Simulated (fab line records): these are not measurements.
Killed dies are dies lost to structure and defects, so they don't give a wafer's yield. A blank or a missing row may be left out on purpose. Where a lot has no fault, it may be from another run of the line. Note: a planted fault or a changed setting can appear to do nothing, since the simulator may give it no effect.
A lot that was struck, set against a sound lot || flow n5-finfet || 23 out of 1938 route steps
Sound: the wafers L950.2, L950.5, L950.6. Struck: wafers L949.4, L949.5, L949.6. The cause comes at the end.
At each step with rows: each side's tool, then ch and its chambers, then its first start. Under that, the readings that differ: sound wafers || struck wafers || difference of the means || sigmas: that difference in standard deviations of wafers without a fault.
alike: same words and numbers on both sides, and readings whose means sit less than 2 such deviations apart. not compared: any withheld reading, any reading some wafer has no value for, any bound like >300 that may hide the same value, and any number with overlapping values for which the record gives no deviation.
The two part at a step that has a row with sigmas, a row that says differs or no value, or rows on one side only. Numbers that have no deviation but don't overlap get no sigmas and don't part them. Lack of a reading on every wafer of one side parts them only where that side has two or more wafers.

first, 8 steps without rows for these wafers: N5_BEOL_M11_CVD_75 (deposits Co from CCTBA/H2, target thk 2 nm, time 138.9 s); N5_BEOL_M11_SPUTTER_48 (material Cu, target thk 12 nm, time 2 s); N5_BEOL_M11_ECD_50 (material Cu, target thk 318 nm); N5_BEOL_M11_ANNEAL_51 (time 90 s); N5_BEOL_M11_CMP_52 (polishes, stops on SiCOH lowk, t overpolish 7 s, target thk 140 nm); N5_BEOL_M11_PRE_CLEAN_55 (time 15 s); N5_BEOL_M11_DEP_56 (deposits SiCN from 3MS/NH3, target thk 30 nm, time 10.5 s); N5_BEOL_M12_ILD_DEP_00 (deposits SiOC from DEMS/O2, target thk 658.92 nm, time 130.7 s).
N5_BEOL_M12_COAT_58: time 60 s, resist thk 89 nm.
  sound on litho-track-04 ch 0, day 14 06:11; struck on litho-track-05 ch 0, day 14 03:47
{"reading": "dispense-pressure-kPa (kPa)", "sound": "47.8 47.8 47.8", "struck": "53.1 53.2 53.2", "difference": "+5.4", "sigmas": "+2"}
{"reading": "spin-speed-rpm (rpm)", "sound": "1499.8 1501.1 1499.3", "struck": "1460.3 1459.8 1459.6", "difference": -40.2, "sigmas": -37}
{"reading": "model.BARC_of_BEOL_M12_COAT_58.thk-nm (nm)", "sound": "89 89 89.2", "struck": "90.4 90.4 90.4", "difference": "+1.3", "sigmas": ""}
then, 8 steps without rows for these wafers: N5_BEOL_M12_COAT_04 (resist thk 400 nm); N5_BEOL_M12_EBR_06; N5_BEOL_M12_SOFTBAKE_05 (time 60 s); N5_BEOL_M12_EXPOSE_07 (exposes mask V11); N5_BEOL_M12_PEB_08 (peb time 90 s); N5_BEOL_M12_DEVELOP_09 (develop time 45 s); N5_BEOL_M12_HARDBAKE_14 (time 120 s); N5_BEOL_M12_DESCUM_15 (chemistry O2, time 7.9 s).
N5_BEOL_M12_ETCH_59: etches BARC in N2/H2, target depth 89 nm, overetch 26.7 nm, time 67.9 s.
  sound on rie-diel-02 ch 0,1, day 14 06:43; struck on rie-diel-05 ch 0,1,2, day 14 04:25
{"reading": "model.etch.depth-nm (nm)", "sound": "89.06 89.1 89.27", "struck": "90.36 90.48 90.37", "difference": "+1.26", "sigmas": ""}
  alike: drypump-motor-current-A, oes-product-au, rf-vpp-V, showerhead-plenum-p-Torr, throttle-valve-pct
  not compared: rf-hours-counter-h
then, 2 steps without rows for these wafers: N5_BEOL_M12_VIA_ETCH_16 (etches SiOC in C4F8/O2/Ar, target depth 724.8 nm); N5_BEOL_M12_STRIP_63 (strips in N2/H2).
N5_BEOL_M12_STRIP_64: strips in N2/H2.
  sound on plasma-asher-01 ch 0,1, day 14 07:02; struck on plasma-asher-01 ch 0,1, day 14 04:43
{"reading": "strip-time-to-endpoint-s (s)", "sound": "31.33 31.34 31.40", "struck": "31.68 31.73 31.71", "difference": "+0.35", "sigmas": "+5"}
  alike: drypump-motor-current-A, heater-power-w, oes-product-au
  not compared: rf-hours-counter-h
then, 1 step without rows for these wafers: N5_BEOL_M12_STRIP_71 (strips in post etch residue remover, time 60 s).
N5_PASSIVATION_PROBE_49:
  only the struck wafers here have rows in the record (prober-01, day 15 15:43); the sound ones have none

WHERE THEY PART
First at N5_BEOL_M12_COAT_58; last, within this record, at N5_PASSIVATION_PROBE_49.

WHY: whatever the simulator had introduced
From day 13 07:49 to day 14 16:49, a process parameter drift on litho-track-05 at N5_BEOL_M12_COAT_58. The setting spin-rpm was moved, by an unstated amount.
